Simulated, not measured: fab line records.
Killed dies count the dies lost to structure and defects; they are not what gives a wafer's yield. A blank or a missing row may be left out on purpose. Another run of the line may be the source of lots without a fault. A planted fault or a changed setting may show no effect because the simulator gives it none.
Code-filled problem report in 8D (eight disciplines) form	flow n5 finfet	the parts of the form that need people (team, actions taken, sign-off) are left out

== 1. WHAT IS WRONG ==
Mean of bias w at N5_BEOL_M4_ETCH_70: 125.6 W across 9 wafers in 3 lots; on wafers with no fault it is 150.0 W (standard deviation 0.43). Relative to the usual mean, that is a shift of -57 standard deviations.
The step: etches SOC in N2/H2, target depth 80 nm, overetch 24 nm, time 130 s.
First seen on wafer L554.2, day 11 20:15, on rie diel-02. Wafers with a number at this step in the record: 15, from 5 lots. Rule for "out", or "out of limits": more than 4 standard deviations from the usual mean. Any other wafer with a number is counted as sound.

== 2. WHAT IT IS; WHAT IT IS NOT ==
question	is	is not
which readings at this step	bias w, rf vpp V	drypump motor current A, oes product au, rf fwd power W, showerhead plenum p Torr, throttle valve pct
which lots	L554, L556, L557	L541, L561
which wafers of those lots	all that have a number	-
read on which tools	rie diel-02	rie diel-05
when	from day 11 20:15	up to then (3 sound wafers); but 3 sound wafers of L561 came after

== 3. WHAT RULES OUT EACH SUSPECT ==
Counting: a tool at any process step up to the reading remains a suspect when it ran all the lots that are out and ran no sound lot after the first of those.
- rie diel-02 at N5_BEOL_M4_ETCH_70 (etches SOC in N2/H2, target depth 80 nm, overetch 24 nm, time 130 s): kept. Every lot that is out went through it, starting with L554 (day 11 20:15), and after that it ran no sound lot; the last sound lot it ran before then is L541 (day 8 03:45). Its own readings are out on those wafers: bias w, rf vpp V.
The count leaves rie diel-02 at N5_BEOL_M4_ETCH_70.

== 4. THE CAUSE (what the simulator had put in) ==
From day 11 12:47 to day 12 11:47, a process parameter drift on rie diel-02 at N5_BEOL_M4_ETCH_70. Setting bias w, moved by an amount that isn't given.
After counting, this tool was the only one left.

== 5. SEQUENCE OF EFFECTS, ordered by route ==
One row per reading whose mean, taken over the struck wafers that have a number, lies over 3 standard deviations from the usual. Only readings for which the record gives a usual standard deviation are gone through. hours: the time from each lot's start at the first step in this table that gives one to its start at this step, as a median over the lots. sigmas: the change in usual standard deviations.
hours	step	reading	usual	on struck wafers	change	sigmas
0	N5_BEOL_M4_ETCH_70	bias w	150.0 W	125.6	-24.4	-57
0	N5_BEOL_M4_ETCH_70	rf vpp V	522.5 V	467.0	-55.5	-24
The process steps in it:
- N5_BEOL_M4_ETCH_70: etches SOC in N2/H2, target depth 80 nm, overetch 24 nm, time 130 s.
Later steps that measure or inspect, where all struck wafers having a row at the step show a number for every such reading and not one has moved that far: N5_BEOL_M4_RC_MEAS_101.

== 6. WHAT WOULD HAVE CAUGHT IT SOONER ==
First out-of-limits reading in this record: day 11 20:15, which is 7 hours after fault onset at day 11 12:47.
